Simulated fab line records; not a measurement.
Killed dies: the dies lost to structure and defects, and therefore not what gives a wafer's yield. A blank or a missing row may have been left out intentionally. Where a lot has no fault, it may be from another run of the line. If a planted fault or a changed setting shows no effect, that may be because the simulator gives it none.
Chamber matching | flow n5Finfet | N5_BEOL_M8_VIA_ETCH_34 on rieDiel-01: 4 sister chambers
The step etches SiCOH lowk in C4F6/O2, target depth 125.5 nm, time 50.5 s. 14 wafers are shown with their chamber, then 7 later ones without.

## EACH WAFER AND ITS CHAMBER
wafer  | chamber | showerheadPlenumPTorr (Torr) | throttleValvePct (%) | rfVppV (V)
L077.1 | 2       | 3.02                         | 20.88                | 684
L077.3 | 0       | 2.83                         | 21.03                | 677
L077.5 | 0       | 2.83                         | 21.06                | 677
L083.1 | 1       | 2.78                         | 20.67                | 673
L083.5 | 3       | 2.98                         | 20.61                | 656
L083.6 | 2       | 3.02                         | 20.90                | 682
L085.1 | 2       | 3.01                         | 20.87                | 683
L085.2 | 3       | 2.98                         | 20.62                | 658
L085.6 | 3       | 2.98                         | 20.62                | 658
L089.1 | 0       | 2.82                         | 21.07                | 678
L089.3 | 2       | 3.01                         | 20.89                | 684
L089.4 | 3       | 2.97                         | 20.63                | 658
L092.2 | 3       | 2.97                         | 20.63                | 657
L092.5 | 1       | 2.77                         | 20.67                | 674

SIGNATURES (averages over the wafers above)
reading               | chamber 0 | chamber 1 | chamber 2 | chamber 3 | scatter within a chamber
showerheadPlenumPTorr | 2.8267    | 2.7750    | 3.0150    | 2.9760    | 0.0058
throttleValvePct      | 21.0533   | 20.6700   | 20.8850   | 20.6220   | 0.0128
rfVppV                | 677.33    | 673.50    | 683.25    | 657.40    | 0.844
Rule: distance of a wafer from a chamber = root of the sum over the readings of ((wafer's reading minus chamber's mean) / reading's scatter) squared. If the next closest chamber is less than 2 further off than the closest, the wafer can't be placed; otherwise it belongs to the closest. How the scatter is found: for the shown wafers, subtract from each reading the mean of its chamber, square and add these, divide the total by (wafers less chambers), then take the root.

## WAFERS WITHOUT THEIR CHAMBER
wafer  | showerheadPlenumPTorr (Torr) | throttleValvePct (%) | rfVppV (V)
L092.6 | 3.01                         | 20.90                | 683
L091.3 | 3.01                         | 20.89                | 682
L091.5 | 2.77                         | 20.69                | 672
L091.6 | 2.82                         | 21.07                | 678
L096.1 | 2.81                         | 21.09                | 678
L096.3 | 2.97                         | 20.67                | 657
L096.5 | 2.81                         | 21.10                | 677

## EACH ONE'S CHAMBER
wafer  | from the rows above | in truth
L092.6 | 2                   | 2
L091.3 | 2                   | 2
L091.5 | 1                   | 1
L091.6 | 0                   | 0
L096.1 | 0                   | 0
L096.3 | 3                   | 3
L096.5 | 0                   | 0
7 of 7 placed correctly. From these rows, 0 cannot be placed. Number placed wrongly: 0.
